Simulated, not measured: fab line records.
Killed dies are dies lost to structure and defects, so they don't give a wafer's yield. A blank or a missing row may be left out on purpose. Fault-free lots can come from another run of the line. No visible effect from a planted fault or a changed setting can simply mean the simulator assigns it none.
Matching of chambers -- flow n5 finfet -- N5_BEOL_M6_ILD_DEP_00 on pecvd-04 has 3 sister chambers
The step deposits SiCOH lowk from DEMS/porogen, target thk 179.75 nm, time 33.4 s. 18 wafers are shown with their chamber, then 9 later ones without.

== EACH WAFER AND ITS CHAMBER ==
wafer,chamber,throttle valve pct (%),heater power w (W),showerhead plenum p Torr (Torr)
L079.2,1,14.5,366,5.712
L079.3,0,14.0,462,5.737
L079.4,2,13.1,383,5.742
L083.1,2,13.1,348,5.728
L083.2,1,14.7,343,5.719
L083.3,0,14.1,463,5.714
L083.4,1,14.5,343,5.713
L083.5,0,14.1,482,5.724
L083.6,2,13.6,364,5.730
L082.1,1,14.3,305,5.703
L082.3,2,13.1,435,5.738
L082.6,2,13.2,432,5.735
L091.3,1,14.7,325,5.723
L091.4,1,14.7,336,5.708
L091.6,2,13.3,419,5.727
L092.3,1,14.5,368,5.717
L092.5,0,14.3,406,5.717
L092.6,1,14.6,375,5.729

SIGNATURES (means of the wafers above)
reading,chamber 0,chamber 1,chamber 2,scatter within a chamber
throttle valve pct,14.125,14.562,13.233,0.159
heater power w,453.25,345.12,396.83,30.6
showerhead plenum p Torr,5.72300,5.71550,5.73333,0.00807
Rule: for each reading, subtract the chamber's mean from the wafer's reading, divide by that reading's scatter and square the result; add these up over the readings and take the root, which gives the wafer's distance from the chamber. If the next closest chamber is less than 2 further off than the closest, the wafer can't be placed; otherwise it belongs to the closest. The scatter is the square root of a quotient: the sum, over the shown wafers, of each reading's squared deviation from its chamber's mean, divided by wafers minus chambers.

== WAFERS MISSING THEIR CHAMBER ==
wafer,throttle valve pct (%),heater power w (W),showerhead plenum p Torr (Torr)
L090.2,14.1,446,5.745
L090.3,14.5,319,5.725
L090.6,14.2,455,5.729
L093.1,14.0,468,5.724
L093.3,13.3,395,5.742
L093.6,14.1,470,5.719
L097.2,14.6,334,5.715
L097.3,14.6,338,5.719
L097.6,14.6,346,5.709

== WHICH CHAMBER EACH ONE RAN IN ==
wafer,from the rows above,in truth
L090.2,0,0
L090.3,1,1
L090.6,0,0
L093.1,0,0
L093.3,2,2
L093.6,0,0
L097.2,1,1
L097.3,1,1
L097.6,1,1
Correctly placed: 9 of 9. Can't be placed from these rows: 0. Wrongly placed: 0.
